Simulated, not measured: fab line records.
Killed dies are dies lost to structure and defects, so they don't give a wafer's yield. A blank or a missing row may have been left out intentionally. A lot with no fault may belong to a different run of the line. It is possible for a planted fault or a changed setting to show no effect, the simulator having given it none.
Matching of chambers -- flow nandHarc -- rieDiel-12 running NHARC_A_CONTACT_ETCH_92: 4 sister chambers
The step etches the open film in CH3F/O2, target depth 40 nm, time 85.7 s. 16 wafers are shown with their chamber, then 7 later ones without.

WAFERS WITH THEIR CHAMBER
wafer,chamber,showerheadPlenumPTorr (Torr),rfVppV (V),throttleValvePct (%)
L661.1,2,2.60,245.8,20.659
L661.2,3,2.57,246.3,20.663
L661.4,0,2.66,247.2,20.651
L664.1,3,2.57,245.9,20.661
L664.4,0,2.65,247.1,20.643
L664.6,0,2.65,247.4,20.661
L668.2,2,2.59,245.1,20.674
L668.5,3,2.57,243.8,20.662
L673.2,3,2.57,245.6,20.657
L673.3,0,2.65,246.8,20.668
L673.6,3,2.57,245.9,20.667
L676.1,3,2.56,244.8,20.664
L676.5,3,2.56,246.0,20.678
L676.6,2,2.59,245.9,20.662
L679.1,3,2.56,246.9,20.667
L679.2,1,2.48,245.8,20.665

SIGNATURES (means of the wafers above)
reading,chamber 0,chamber 1,chamber 2,chamber 3,scatter within a chamber
showerheadPlenumPTorr,2.6525,2.4800,2.5933,2.5663,0.00524
rfVppV,247.125,245.800,245.600,245.650,0.761
throttleValvePct,20.65575,20.66500,20.66500,20.66488,0.00796
Rule: distance of a wafer from a chamber = root of the sum over the readings of ((wafer's reading minus chamber's mean) / reading's scatter) squared. The wafer belongs to the nearest chamber; if the next one is less than 2 further off, it can't be placed. How the scatter is found: for the shown wafers, subtract from each reading the mean of its chamber, square and add these, divide the total by (wafers less chambers), then take the root.

WAFERS WHOSE CHAMBER IS MISSING
wafer,showerheadPlenumPTorr (Torr),rfVppV (V),throttleValvePct (%)
L679.4,2.64,246.1,20.662
L682.4,2.47,242.9,20.653
L682.5,2.47,244.8,20.663
L682.6,2.58,245.7,20.671
L683.3,2.58,245.3,20.685
L683.5,2.58,246.7,20.672
L683.6,2.47,244.1,20.660

EACH ONE'S CHAMBER
wafer,from the rows above,in truth
L679.4,0,0
L682.4,1,1
L682.5,1,1
L682.6,can't be placed: 2 or 3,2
L683.3,can't be placed: 2 or 3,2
L683.5,can't be placed: 2 or 3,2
L683.6,1,1
4 of 7 placed correctly. Unplaceable from these rows: 3, with the true chamber sitting among the candidates in 3. 0 placed wrongly.
